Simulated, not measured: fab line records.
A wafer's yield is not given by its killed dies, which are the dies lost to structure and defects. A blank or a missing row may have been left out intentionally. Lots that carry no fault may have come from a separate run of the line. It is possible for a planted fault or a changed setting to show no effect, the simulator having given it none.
Chamber matching | flow nand-harc | NHARC_A_STAIRCASE_DESCUM_270 on rie-diel-09: 4 sister chambers
The step chemistry O2, time 3 s. 8 wafers are shown with their chamber, then 12 later ones without.

WAFERS WITH THEIR CHAMBER
wafer  | chamber | showerhead-plenum-p-Torr (Torr) | drypump-motor-current-A (A)
L079.5 | 3       | 2.05                            | 6.2
L082.1 | 3       | 2.05                            | 6.2
L084.6 | 1       | 2.03                            | 6.3
L085.3 | 0       | 2.04                            | 5.9
L085.6 | 0       | 2.04                            | 5.8
L087.1 | 1       | 2.02                            | 6.3
L087.4 | 2       | 1.78                            | 5.6
L087.6 | 2       | 1.78                            | 5.6

WAFERS WITH NO CHAMBER GIVEN
wafer  | showerhead-plenum-p-Torr (Torr) | drypump-motor-current-A (A)
L089.1 | 2.04                            | 5.9
L089.4 | 2.04                            | 6.2
L089.5 | 2.04                            | 5.9
L096.1 | 2.03                            | 5.8
L096.3 | 1.77                            | 5.6
L096.5 | 1.77                            | 5.6
L095.1 | 1.77                            | 5.6
L095.5 | 2.03                            | 6.3
L095.6 | 1.77                            | 5.6
L097.1 | 2.03                            | 5.9
L097.3 | 2.03                            | 6.2
L097.6 | 1.77                            | 5.6

EACH ONE'S CHAMBER
wafer  | from the rows above | in truth
L089.1 | 0                   | 0
L089.4 | 3                   | 3
L089.5 | 0                   | 0
L096.1 | 0                   | 0
L096.3 | 2                   | 2
L096.5 | 2                   | 2
L095.1 | 2                   | 2
L095.5 | 1                   | 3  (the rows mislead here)
L095.6 | 2                   | 2
L097.1 | 0                   | 0
L097.3 | 1                   | 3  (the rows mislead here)
L097.6 | 2                   | 2
Correct placement for 10 of the 12. Not placeable from these rows: 0. Number placed wrongly: 2.
How it was worked out, from the rows above alone: a wafer's distance from a chamber is the root of the sum, over the readings, of the square of ((its reading less the chamber's mean) divided by the reading's scatter). The wafer belongs to the nearest chamber; if the next one is less than 2 further off, it can't be placed. Each chamber's mean is taken over the wafers shown for it. The scatter is the square root of a quotient: the sum, over the shown wafers, of each reading's squared deviation from its chamber's mean, divided by wafers minus chambers.
